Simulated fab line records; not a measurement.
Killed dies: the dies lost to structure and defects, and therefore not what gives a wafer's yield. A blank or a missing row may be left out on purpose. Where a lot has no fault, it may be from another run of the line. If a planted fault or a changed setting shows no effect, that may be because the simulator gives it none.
Chamber matching + flow nand_harc + NHARC_A_M0_DESCUM_14 on rie_diel-05 has 4 sister chambers
The step chemistry O2, time 3 s. 20 wafers are shown with their chamber, then 10 later ones without.

## WAFERS, EACH WITH ITS CHAMBER
| wafer  | chamber | oes_product_au (a.u.) | rf_vpp_V (V) | throttle_valve_pct (%) |
|--------|---------|-----------------------|--------------|------------------------|
| L210.4 | 3       | 0.993                 | 57.4         | 11.314                 |
| L210.5 | 2       | 0.989                 | 58.2         | 11.302                 |
| L210.6 | 1       | 1.003                 | 56.6         | 11.314                 |
| L213.1 | 3       | 0.991                 | 57.8         | 11.316                 |
| L213.5 | 1       | 1.004                 | 57.9         | 11.309                 |
| L213.6 | 2       | 0.980                 | 57.6         | 11.323                 |
| L214.1 | 3       | 0.989                 | 57.9         | 11.295                 |
| L214.4 | 1       | 1.000                 | 56.7         | 11.308                 |
| L214.6 | 3       | 0.986                 | 57.8         | 11.318                 |
| L216.4 | 0       | 1.020                 | 57.2         | 11.304                 |
| L216.5 | 2       | 0.992                 | 59.7         | 11.297                 |
| L216.6 | 3       | 0.977                 | 57.2         | 11.313                 |
| L218.2 | 3       | 0.991                 | 56.9         | 11.301                 |
| L218.4 | 0       | 0.996                 | 56.0         | 11.320                 |
| L218.5 | 2       | 0.994                 | 55.5         | 11.323                 |
| L222.1 | 2       | 1.013                 | 58.7         | 11.315                 |
| L222.4 | 1       | 0.995                 | 56.2         | 11.318                 |
| L222.6 | 0       | 0.998                 | 58.7         | 11.321                 |
| L230.3 | 3       | 1.004                 | 57.6         | 11.316                 |
| L230.4 | 2       | 1.026                 | 58.0         | 11.311                 |

SIGNATURES, as means of the wafers listed above
| reading            | chamber 0 | chamber 1 | chamber 2 | chamber 3 | scatter within a chamber |
|--------------------|-----------|-----------|-----------|-----------|--------------------------|
| oes_product_au     | 1.00467   | 1.00050   | 0.99900   | 0.99014   | 0.0119                   |
| rf_vpp_V           | 57.300    | 56.850    | 57.950    | 57.514    | 0.997                    |
| throttle_valve_pct | 11.31500  | 11.31225  | 11.31183  | 11.31043  | 0.00898                  |
Rule: for each reading, subtract the chamber's mean from the wafer's reading, divide by that reading's scatter and square the result; add these up over the readings and take the root, which gives the wafer's distance from the chamber. If the next closest chamber is less than 2 further off than the closest, the wafer can't be placed; otherwise it belongs to the closest. The scatter: the root of (the sum of the squares of (reading less its chamber's mean) over the shown wafers, divided by (wafers less chambers)).

## WAFERS WITH NO CHAMBER GIVEN
| wafer  | oes_product_au (a.u.) | rf_vpp_V (V) | throttle_valve_pct (%) |
|--------|-----------------------|--------------|------------------------|
| L230.6 | 1.020                 | 58.9         | 11.318                 |
| L227.3 | 1.024                 | 58.3         | 11.309                 |
| L227.4 | 1.012                 | 56.5         | 11.296                 |
| L227.5 | 0.999                 | 58.7         | 11.315                 |
| L233.1 | 0.990                 | 58.6         | 11.291                 |
| L233.4 | 1.016                 | 57.4         | 11.322                 |
| L233.6 | 1.010                 | 57.8         | 11.312                 |
| L232.3 | 1.017                 | 58.0         | 11.312                 |
| L232.4 | 1.008                 | 57.3         | 11.309                 |
| L232.6 | 1.018                 | 58.1         | 11.322                 |

## WHICH CHAMBER EACH WENT THROUGH
| wafer  | from the rows above               | in truth |
|--------|-----------------------------------|----------|
| L230.6 | can't be placed: 0 or 2 or 1 or 3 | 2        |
| L227.3 | can't be placed: 0 or 2 or 1 or 3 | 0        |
| L227.4 | can't be placed: 1 or 0 or 2 or 3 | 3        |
| L227.5 | can't be placed: 2 or 0 or 3 or 1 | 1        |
| L233.1 | can't be placed: 3 or 2 or 1 or 0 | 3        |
| L233.4 | can't be placed: 0 or 1 or 2 or 3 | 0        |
| L233.6 | can't be placed: 0 or 2 or 1 or 3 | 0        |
| L232.3 | can't be placed: 0 or 2 or 1 or 3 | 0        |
| L232.4 | can't be placed: 0 or 1 or 2 or 3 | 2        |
| L232.6 | can't be placed: 0 or 2 or 1 or 3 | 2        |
Correct placement for 0 of the 10. These rows do not allow placing 10 (true chamber among the candidates in 10). Number placed wrongly: 0.
